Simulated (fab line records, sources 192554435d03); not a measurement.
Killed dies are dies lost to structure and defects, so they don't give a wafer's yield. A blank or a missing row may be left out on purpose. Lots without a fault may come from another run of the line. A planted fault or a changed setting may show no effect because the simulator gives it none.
Problem report in the 8D (eight disciplines) form, filled by code | flow n5_finfet | the parts of the form that need people (team, actions taken, sign-off) are left out

1. THE PROBLEM
time_to_endpoint_s at N5_BEOL_M7_CMP_52 reads a mean of 34 s on 4 wafers of 3 lots; wafers without a fault read 61 s with a standard deviation of 3.2. That is -8.4 standard deviations from the usual mean.
The step: polishes, stops on SiCOH lowk, t overpolish 6.9 s, target thk 80 nm.
First seen on wafer L743.4, day 13 22:56, on cmp-04. The record holds 31 wafers of 11 lots with a number at this step. Rule for "out", or "out of limits": more than 4 standard deviations from the usual mean. The other wafers with a number count as sound.

2. WHAT IT IS AND WHAT IT IS NOT
question                    | is                             | is not
which readings at this step | time_to_endpoint_s             | motor_current_A, platen_rpm
which lots                  | L743, L744, L745               | L727, L728, L730, L734, L737, L739, L740, L746
which wafers of those lots  | L743.4, L743.5, L744.4, L745.5 | L743.2, L744.1, L745.1
read on which tools         | cmp-04                         | cmp-01, cmp-02
when                        | from day 13 22:56              | up to then (22 sound wafers); but 5 sound wafers of L744, L745, L746 came after

3. SUSPECTS, AND WHAT RULES EACH OUT
Counting: a tool at a process step up to the reading stays a suspect if it ran every lot that is out. Sound lots after the first of them don't rule it out here, since some wafers of a struck lot are sound.
- ecd_cu-01 at N5_BEOL_M7_ECD_50 (material Cu, target thk 300 nm): kept. It ran every lot that is out, first L743 (day 13 22:32); its last sound lot up to then is L730 (day 11 19:05).
- cmp-04 at N5_BEOL_M7_CMP_52 (polishes, stops on SiCOH lowk, t overpolish 6.9 s, target thk 80 nm): kept. It ran every lot that is out, first L743 (day 13 22:56); its last sound lot up to then is L734 (day 11 11:53). Its own readings are out on those wafers: time_to_endpoint_s.
- Within cmp-04 at N5_BEOL_M7_CMP_52: the wafers that are out ran in chambers 2, 3; their sound lot-mates ran in chambers 0, 1.
Left after counting: ecd_cu-01 at N5_BEOL_M7_ECD_50, cmp-04 at N5_BEOL_M7_CMP_52.

4. THE CAUSE (what the simulator had put in)
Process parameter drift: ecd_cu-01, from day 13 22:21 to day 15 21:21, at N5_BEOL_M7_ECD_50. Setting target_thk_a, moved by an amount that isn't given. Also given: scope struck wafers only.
Counting left 2 suspects, and this tool is among them.

5. THE CHAIN OF EFFECTS, in route order
Each row: a reading whose mean over the struck wafers that have a number lies more than 3 standard deviations from the usual. Only readings for which the record gives a usual standard deviation are gone through. hours: the time from each lot's start at the first step in this table that gives one to its start at this step, as a median over the lots. sigmas: the change in usual standard deviations.
hours | step              | reading            | usual | on struck wafers | change | sigmas
0     | N5_BEOL_M7_CMP_52 | time_to_endpoint_s | 61 s  | 34               | -27    | -8.4
The process steps in it:
- N5_BEOL_M7_CMP_52: polishes, stops on SiCOH lowk, t overpolish 6.9 s, target thk 80 nm.

6. WHAT WOULD HAVE CAUGHT IT SOONER
In this record the first reading out of limits was taken at day 13 22:56, 1 hour after the fault began at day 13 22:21.
Of the lots that are out (3), L744, L745 began N5_BEOL_M7_ECD_50 on ecd_cu-01 after day 13 22:56. A hold on the tool at that time would have spared those 2.
